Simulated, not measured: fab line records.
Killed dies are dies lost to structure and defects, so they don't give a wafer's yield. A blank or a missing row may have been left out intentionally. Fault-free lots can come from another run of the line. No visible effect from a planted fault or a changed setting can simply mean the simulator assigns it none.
Which of the tools did it? | flow n5Finfet | 9 lots, 27 wafers sampled, at 7 steps of a route of 1938

== WHAT THE GAUGES READ, wafer by wafer ==
N5_BEOL_M2_INSPECT_59: inspects for defects (darkfield). Usual: rawDefectCount 70, standard deviation 23.
lot  | measured     | on               | rawDefectCount | flag
L709 | day 6 19:10  | defectInspect-02 | 45 70 60       | 
L712 | day 8 03:13  | defectInspect-01 | 67 88 57       | 
L717 | day 9 00:22  | defectInspect-02 | 68 115 129     | 
L719 | day 9 13:50  | defectInspect-02 | 70 52 86       | 
L720 | day 10 02:30 | defectInspect-01 | 71 73 111      | 
L723 | day 10 11:07 | defectInspect-01 | 52 143 86      | 
L726 | day 11 07:53 | defectInspect-02 | 33 86 117      | 
L728 | day 11 20:52 | defectInspect-02 | 68 113 121     | 
L732 | day 12 15:22 | defectInspect-01 | 65 55 56       | 

N5_BEOL_M3_INSPECT_13: inspects for defects (brightfield). Usual: rawDefectCount 398, standard deviation 86.
lot  | measured     | on               | rawDefectCount | flag
L709 | day 6 20:31  | defectInspect-02 | 503 521 429    | 
L712 | day 8 04:23  | defectInspect-02 | 431 409 503    | 
L717 | day 9 01:57  | defectInspect-02 | 302 489 427    | 
L719 | day 9 15:27  | defectInspect-02 | 304 291 336    | 
L720 | day 10 05:04 | defectInspect-02 | 662 474 584    | 
L723 | day 10 12:36 | defectInspect-01 | 353 391 371    | 
L726 | day 11 09:02 | defectInspect-02 | 737 900 774    | OFF
L728 | day 11 22:25 | defectInspect-02 | 810 763 971    | OFF
L732 | day 12 16:55 | defectInspect-01 | 380 429 323    | 

N5_BEOL_M3_INSPECT_30: inspects for defects (brightfield). Usual: rawDefectCount 399, standard deviation 79.
lot  | measured     | on               | rawDefectCount | flag
L709 | day 6 21:23  | defectInspect-02 | 546 508 429    | 
L712 | day 8 05:17  | defectInspect-01 | 409 371 444    | 
L717 | day 9 02:51  | defectInspect-01 | 287 441 385    | 
L719 | day 9 16:27  | defectInspect-02 | 323 282 324    | 
L720 | day 10 06:03 | defectInspect-01 | 593 430 503    | 
L723 | day 10 13:47 | defectInspect-02 | 378 419 370    | 
L726 | day 11 10:02 | defectInspect-01 | 671 855 723    | OFF
L728 | day 11 23:30 | defectInspect-01 | 756 735 878    | OFF
L732 | day 12 17:56 | defectInspect-01 | 392 393 337    | 

N5_BEOL_M4_RC_MEAS_101. Usual: DIBL_N 35.8 mV/V, standard deviation 1.6; DIBL_P 36.0 mV/V, standard deviation 2.1; IOFF_N 0.153 nA/um, standard deviation 0.026; IOFF_P 0.21 nA/um, standard deviation 0.037; ION_N 673 uA/um, standard deviation 11; ION_P 462 uA/um, standard deviation 7.6; SS_N 71.4 mV/dec, standard deviation 0.53; SS_P 73.2 mV/dec, standard deviation 0.67; VT_N 250 mV, standard deviation 3.2; VT_P -250 mV, standard deviation 3.7.
lot  | measured     | on        | DIBL_N (mV/V)  | DIBL_P (mV/V)  | IOFF_N (nA/um)    | IOFF_P (nA/um) | ION_N (uA/um) | ION_P (uA/um) | SS_N (mV/dec)  | SS_P (mV/dec)  | VT_N (mV)   | VT_P (mV)      | flag
L709 | day 8 01:25  | prober-02 | 37.3 33.5 37.9 | 39.2 33.7 38.8 | 0.188 0.117 0.207 | 0.26 0.17 0.27 | 684 662 700   | 476 463 476   | 70.9 71.1 71.1 | 74.0 72.5 74.2 | 245 256 243 | -248 -251 -245 | 
L712 | day 9 00:14  | prober-02 | 38.4 39.5 36.4 | 37.5 39.5 35.9 | 0.175 0.193 0.144 | 0.22 0.27 0.20 | 679 685 678   | 461 473 464   | 72.8 72.2 70.8 | 73.6 74.4 73.0 | 251 250 251 | -251 -249 -253 | 
L717 | day 9 19:12  | prober-02 | 33.3 36.3 35.0 | 32.7 35.2 33.4 | 0.107 0.143 0.119 | 0.16 0.18 0.17 | 663 666 652   | 457 453 448   | 71.0 71.6 71.0 | 72.5 73.1 73.6 | 257 254 255 | -256 -251 -253 | 
L719 | day 11 00:27 | prober-01 | 36.1 35.8 35.7 | 38.3 37.3 36.3 | 0.179 0.177 0.165 | 0.27 0.27 0.23 | 676 675 670   | 469 474 467   | 71.6 71.6 71.9 | 74.0 74.0 72.8 | 250 247 248 | -243 -244 -248 | 
L720 | day 11 05:25 | prober-01 | 35.2 37.1 36.0 | 36.0 39.2 37.5 | 0.160 0.186 0.160 | 0.18 0.24 0.22 | 670 670 675   | 455 452 460   | 71.9 71.4 71.9 | 73.3 74.0 73.7 | 251 246 249 | -252 -250 -251 | 
L723 | day 11 09:40 | prober-02 | 38.2 36.9 35.5 | 38.4 36.4 36.7 | 0.195 0.161 0.151 | 0.25 0.22 0.23 | 687 676 679   | 470 463 468   | 71.4 71.7 71.4 | 74.1 73.1 73.3 | 247 248 249 | -247 -247 -247 | 
L726 | day 12 11:53 | prober-01 | 35.1 35.1 37.1 | 36.0 35.8 38.2 | 0.145 0.148 0.178 | 0.19 0.19 0.22 | 665 671 678   | 459 458 460   | 70.7 71.4 72.4 | 73.7 72.8 74.1 | 251 249 249 | -252 -250 -252 | 
L728 | day 13 01:37 | prober-01 | 36.5 37.5 34.7 | 36.6 37.0 35.0 | 0.159 0.174 0.136 | 0.20 0.21 0.18 | 669 680 661   | 459 464 460   | 71.4 72.2 70.6 | 73.7 73.4 72.9 | 253 250 253 | -251 -249 -254 | 
L732 | day 13 18:08 | prober-01 | 38.3 34.6 35.0 | 36.3 32.5 33.8 | 0.182 0.124 0.136 | 0.21 0.17 0.18 | 675 668 665   | 454 456 461   | 71.5 71.3 71.1 | 73.9 72.6 73.1 | 248 254 249 | -251 -253 -253 | 

== WHICH TOOL RAN EACH LOT (tool, then ch and the chambers of the sampled wafers, then the start) ==
lot  | N5_BEOL_M2_DEP_57               | N5_BEOL_M3_ILD_DEP_00           | N5_BEOL_M3_PECVD_72
L709 | pecvd-03 ch 0,1, day 6 19:04    | pecvd-02 ch 0,1,2, day 6 19:13  | pecvd-01 ch 0,1,2, day 6 19:19
L712 | pecvd-03 ch 0,1, day 8 03:07    | pecvd-02 ch 0,1, day 8 03:15    | pecvd-03 ch 0,2, day 8 03:23
L717 | pecvd-03 ch 1,2, day 9 00:16    | pecvd-02 ch 0, day 9 00:25      | pecvd-03 ch 0,1,2, day 9 00:34
L719 | pecvd-02 ch 0,1,2, day 9 13:45  | pecvd-01 ch 0,1,2, day 9 13:53  | pecvd-03 ch 0,1, day 9 13:59
L720 | pecvd-04 ch 1,2, day 10 02:23   | pecvd-01 ch 0,2, day 10 02:32   | pecvd-02 ch 0,2, day 10 02:38
L723 | pecvd-04 ch 0,1,2, day 10 11:02 | pecvd-03 ch 0,1, day 10 11:10   | pecvd-01 ch 0,1, day 10 11:17
L726 | pecvd-02 ch 0,1,2, day 11 07:48 | pecvd-02 ch 0,2, day 11 07:56   | pecvd-03 ch 0,2, day 11 08:02
L728 | pecvd-03 ch 0,1,2, day 11 20:46 | pecvd-02 ch 0,1,2, day 11 20:54 | pecvd-01 ch 0,1,2, day 11 21:00
L732 | pecvd-03 ch 1,2, day 12 15:16   | pecvd-01 ch 1,2, day 12 15:24   | pecvd-02 ch 0,2, day 12 15:31
- N5_BEOL_M2_DEP_57: deposits SiCN from 3MS/NH3, target thk 8 nm, time 14 s.
- N5_BEOL_M3_ILD_DEP_00: deposits SiOC from DEMS/O2, target thk 79 nm, time 15.3 s.
- N5_BEOL_M3_PECVD_72: deposits SiO2 from TEOS/O2, target thk 16 nm, time 18 s.

== AS READ BY THE TOOLS THEMSELVES (means over the sampled wafers that have a number; for cases with no such wafer, the mark the record gives instead) ==
N5_BEOL_M2_DEP_57. Usual: showerheadPlenumPTorr 3.672 Torr, standard deviation 0.014; throttleValvePct 9.1 %, standard deviation 0.49.
lot  | tool     | showerheadPlenumPTorr (Torr) | throttleValvePct (%) | flag
L709 | pecvd-03 | 3.696                        | 9.5                  | 
L712 | pecvd-03 | 3.697                        | 9.6                  | 
L717 | pecvd-03 | 3.674                        | 9.2                  | 
L719 | pecvd-02 | 3.664                        | 9.3                  | 
L720 | pecvd-04 | 3.677                        | 8.6                  | 
L723 | pecvd-04 | 3.662                        | 8.9                  | 
L726 | pecvd-02 | 3.664                        | 9.2                  | 
L728 | pecvd-03 | 3.679                        | 9.1                  | 
L732 | pecvd-03 | 3.674                        | 8.8                  | 

N5_BEOL_M3_ILD_DEP_00. Usual: heaterPowerW 490 W, standard deviation 100; showerheadPlenumPTorr 5.702 Torr, standard deviation 0.015; throttleValvePct 12.0 %, standard deviation 0.63.
lot  | tool     | heaterPowerW (W) | showerheadPlenumPTorr (Torr) | throttleValvePct (%) | flag
L709 | pecvd-02 | 508              | 5.696                        | 11.9                 | 
L712 | pecvd-02 | 628              | 5.699                        | 12.1                 | 
L717 | pecvd-02 | 719              | 5.702                        | 11.9                 | 
L719 | pecvd-01 | 423              | 5.693                        | 12.0                 | 
L720 | pecvd-01 | 422              | 5.680                        | 12.1                 | 
L723 | pecvd-03 | 491              | 5.713                        | 12.7                 | 
L726 | pecvd-02 | 508              | 5.707                        | 11.6                 | 
L728 | pecvd-02 | 471              | 5.693                        | 12.1                 | 
L732 | pecvd-01 | 477              | 5.696                        | 11.5                 | 

N5_BEOL_M3_PECVD_72. Usual: heaterPowerW 716 W, standard deviation 130; showerheadPlenumPTorr 8.83 Torr, standard deviation 0.069; throttleValvePct 22.7 %, standard deviation 1.2.
lot  | tool     | heaterPowerW (W) | showerheadPlenumPTorr (Torr) | throttleValvePct (%) | flag
L709 | pecvd-01 | 641              | 8.79                         | 22.0                 | 
L712 | pecvd-03 | 716              | 8.82                         | 22.7                 | 
L717 | pecvd-03 | 777              | 8.86                         | 23.0                 | 
L719 | pecvd-03 | 754              | 8.91                         | 23.7                 | 
L720 | pecvd-02 | 868              | 8.80                         | 22.1                 | 
L723 | pecvd-01 | 629              | 8.79                         | 23.3                 | 
L726 | pecvd-03 | 775              | 8.80                         | 21.4                 | 
L728 | pecvd-01 | 630              | 8.79                         | 22.0                 | 
L732 | pecvd-02 | 834              | 8.82                         | 22.0                 | 

== THE ANSWER, worked out from the rows above alone ==
Rule: a lot is off if the mean of its wafers that have a number lies more than 3 standard deviations from the usual mean. Also off: a lot with no number at a reading for which 4 or more lots have one. Any other lot the step has rows for is counted as sound. First the gauges in route order, then the tools' own readings, where a lot's mean is used as printed above. The first step at which some lot is off is used, and at that step the reading that is off furthest; a lot without a number counts as furthest.
Off at N5_BEOL_M3_INSPECT_13 (rawDefectCount): L726, L728.
A tool fits if, at a process step before that reading, it ran every lot that is off, and no sound lot after the first of them. Not tried: the gauges at N5_BEOL_M3_INSPECT_13; whatever is off there is also off at N5_BEOL_M3_INSPECT_30, on other tools, and gauge error can't account for it. One candidate fits, namely pecvd-02 at N5_BEOL_M3_ILD_DEP_00. A fault onset in the window from L717 (day 9 00:25, its last sound lot) to L726 (day 11 07:56, its first lot off) fits.

== WHAT THE SIMULATOR HAD PUT IN ==
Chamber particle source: pecvd-02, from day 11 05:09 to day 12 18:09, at N5_BEOL_M3_ILD_DEP_00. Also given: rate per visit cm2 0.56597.
Shown lots that were struck: L726, L728. The rule given above showed the same thing.
